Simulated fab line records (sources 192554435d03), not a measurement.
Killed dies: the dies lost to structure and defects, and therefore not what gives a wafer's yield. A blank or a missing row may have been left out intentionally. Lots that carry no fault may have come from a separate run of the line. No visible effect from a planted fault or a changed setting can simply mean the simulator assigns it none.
Matching of chambers / flow n5-finfet / rie-diel-01 running N5_FIN_SAQP_DESCUM_21: 4 sister chambers
The step chemistry O2, time 7.9 s. 4 wafers are shown with their chamber, then 12 later ones without.

WAFERS PAIRED WITH THEIR CHAMBERS
wafer=L088.1; chamber=3; drypump-motor-current-A (A)=6.6
wafer=L088.2; chamber=0; drypump-motor-current-A (A)=5.6
wafer=L093.5; chamber=2; drypump-motor-current-A (A)=5.1
wafer=L093.6; chamber=1; drypump-motor-current-A (A)=5.7

WAFERS WHOSE CHAMBER IS MISSING
wafer=L094.1; drypump-motor-current-A (A)=5.7
wafer=L094.2; drypump-motor-current-A (A)=6.5
wafer=L094.3; drypump-motor-current-A (A)=5.1
wafer=L094.4; drypump-motor-current-A (A)=5.6
wafer=L094.5; drypump-motor-current-A (A)=5.7
wafer=L094.6; drypump-motor-current-A (A)=6.5
wafer=L095.1; drypump-motor-current-A (A)=6.5
wafer=L095.4; drypump-motor-current-A (A)=5.6
wafer=L095.5; drypump-motor-current-A (A)=5.1
wafer=L097.1; drypump-motor-current-A (A)=5.7
wafer=L097.3; drypump-motor-current-A (A)=5.6
wafer=L097.5; drypump-motor-current-A (A)=5.6

THE CHAMBER EACH PASSED THROUGH
wafer=L094.1; from the rows above=1; in truth=1
wafer=L094.2; from the rows above=3; in truth=3
wafer=L094.3; from the rows above=2; in truth=2
wafer=L094.4; from the rows above=0; in truth=0
wafer=L094.5; from the rows above=1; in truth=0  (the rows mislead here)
wafer=L094.6; from the rows above=3; in truth=3
wafer=L095.1; from the rows above=3; in truth=3
wafer=L095.4; from the rows above=0; in truth=0
wafer=L095.5; from the rows above=2; in truth=2
wafer=L097.1; from the rows above=1; in truth=1
wafer=L097.3; from the rows above=0; in truth=0
wafer=L097.5; from the rows above=0; in truth=0
11 of 12 placed correctly. Left unplaced by these rows: 0. Number placed wrongly: 1.
How it was worked out, from the rows above alone: a wafer's distance from a chamber is the root of the sum, over the readings, of the square of ((its reading less the chamber's mean) divided by the reading's scatter). If the next closest chamber is less than 2 further off than the closest, the wafer can't be placed; otherwise it belongs to the closest. The mean given for a chamber averages the wafers shown for that chamber. The scatter (one wafer shown for each chamber): square how far every hidden wafer sits from the nearest shown wafer, average those squares and take the square root.
